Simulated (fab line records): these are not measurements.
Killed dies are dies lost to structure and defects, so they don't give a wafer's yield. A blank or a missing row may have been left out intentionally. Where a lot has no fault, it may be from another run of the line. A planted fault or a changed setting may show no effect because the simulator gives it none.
Split-lot study + flow n5 finfet + 39 wafers read across 7 lots, on a route 1938 steps long

== THE SPLIT ==
At N5_DUMMY_GATE_ETCH_37 (etches SOC in N2/H2, target depth 60 nm, overetch 30 nm), the setting source w was moved away from the recipe's 840 W on 9 of the 39 wafers read, by -7.7% to +16.3%. This setting was run at the recipe's value on the other wafers.

Reading taken at the split's own step.

== THE READING ==
rf vpp V, in V, at N5_DUMMY_GATE_ETCH_37 (etches SOC in N2/H2, target depth 60 nm, overetch 30 nm). On this fab line, fault-free wafers typically give 523.8 V with a standard deviation of 2.9 V.

| wafer  | tool, chamber at the split | source w as run, W | against the recipe | rf vpp V, V | against lot-mates on the recipe |
|--------|----------------------------|--------------------|--------------------|-------------|---------------------------------|
| L078.1 | rie diel-02, 0             | 840                | recipe             | 519.1       | -                               |
| L078.2 | rie diel-02, 1             | 840                | recipe             | 528.2       | -                               |
| L078.3 | rie diel-02, 3             | 840                | recipe             | 524.8       | -                               |
| L078.4 | rie diel-02, 2             | 840                | recipe             | 523.1       | -                               |
| L078.5 | rie diel-02, 3             | 840                | recipe             | 527.0       | -                               |
| L078.6 | rie diel-02, 2             | 840                | recipe             | 522.2       | -                               |
| L082.1 | rie diel-02, 2             | 922.8              | +9.9%              | 504.7       | -17.1                           |
| L082.2 | rie diel-02, 0             | 840                | recipe             | 520.0       | -                               |
| L082.3 | rie diel-02, 1             | 922.8              | +9.9%              | 510.8       | -11.0                           |
| L082.4 | rie diel-02, 3             | 922.8              | +9.9%              | 509.9       | -11.9                           |
| L082.5 | rie diel-02, 3             | 840                | recipe             | 526.5       | -                               |
| L082.6 | rie diel-02, 0             | 840                | recipe             | 518.9       | -                               |
| L087.2 | rie diel-05, 1             | 840                | recipe             | 525.8       | -                               |
| L087.3 | rie diel-05, 2             | 840                | recipe             | 523.1       | -                               |
| L087.6 | rie diel-05, 3             | 840                | recipe             | 521.2       | -                               |
| L090.1 | rie diel-06, 0             | 977.3              | +16.3%             | 500.3       | -23.6                           |
| L090.2 | rie diel-06, 1             | 840                | recipe             | 520.4       | -                               |
| L090.3 | rie diel-06, 2             | 840                | recipe             | 524.6       | -                               |
| L090.4 | rie diel-06, 3             | 977.3              | +16.3%             | 496.3       | -27.6                           |
| L090.5 | rie diel-06, 0             | 840                | recipe             | 526.8       | -                               |
| L090.6 | rie diel-06, 3             | 977.3              | +16.3%             | 495.8       | -28.1                           |
| L092.1 | rie diel-05, 0             | 840                | recipe             | 523.7       | -                               |
| L092.2 | rie diel-05, 3             | 840                | recipe             | 518.2       | -                               |
| L092.3 | rie diel-05, 1             | 840                | recipe             | 527.0       | -                               |
| L092.4 | rie diel-05, 2             | 840                | recipe             | 521.7       | -                               |
| L092.5 | rie diel-05, 2             | 840                | recipe             | 523.4       | -                               |
| L092.6 | rie diel-05, 3             | 840                | recipe             | 519.5       | -                               |
| L094.1 | rie diel-05, 3             | 775.2              | -7.7%              | 534.6       | +11.3                           |
| L094.2 | rie diel-05, 1             | 775.2              | -7.7%              | 540.9       | +17.6                           |
| L094.3 | rie diel-05, 2             | 840                | recipe             | 523.2       | -                               |
| L094.4 | rie diel-05, 3             | 840                | recipe             | 520.4       | -                               |
| L094.5 | rie diel-05, 2             | 775.2              | -7.7%              | 538.1       | +14.8                           |
| L094.6 | rie diel-05, 1             | 840                | recipe             | 526.3       | -                               |
| L097.1 | rie diel-02, 3             | 840                | recipe             | 526.1       | -                               |
| L097.2 | rie diel-02, 0             | 840                | recipe             | 528.1       | -                               |
| L097.3 | rie diel-02, 1             | 840                | recipe             | 527.1       | -                               |
| L097.4 | rie diel-02, 3             | 840                | recipe             | 525.9       | -                               |
| L097.5 | rie diel-02, 1             | 840                | recipe             | 526.2       | -                               |
| L097.6 | rie diel-02, 0             | 840                | recipe             | 527.5       | -                               |

THE FIT
A straight line over all 39 wafers: rf vpp V changes by -1.64 V for each +1% of source w; r = -0.95; the points scatter about the line by 3 V.
The same after taking each lot's own level away (the mean of its wafers on the recipe; 39 wafers): -1.61 V for each +1%; r = -0.96; scatter 2.7 V.
Per that fit: largest source w move, reading shift of 26 V.
Across the lots, their own levels run from 521.80 to 526.82 V, a range of 1.7 times the standard deviation given above.
Hence the lot-to-lot level has little effect on the slope; both slopes agree.
Check: -26.6 V against its lot-mates is what the line predicts for one of the wafers moved furthest among these (+16.3%) when that wafer is left out of the fit. Against them it came out at -23.6 V.
Tool readings at the split's step, against how far the setting was moved: rf vpp V r = -0.95.

== OTHER SPLITS ON THESE WAFERS ==
Before the reading, these wafers also passed through other splits. Each is held against what the fit with the lots' levels taken away leaves over:
| other split on the same wafers        | wafers away from the commonest value | r with rf vpp V (lot level and that fit taken away) |
|---------------------------------------|--------------------------------------|-----------------------------------------------------|
| N5_FIN_SAQP_SPACER1_ALD_24 ald cycles | 15                                   | +0.26                                               |

== THE FILE'S OWN FIT ==
rf vpp V changes by -1.6 V for each +1% of source w, r = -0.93.
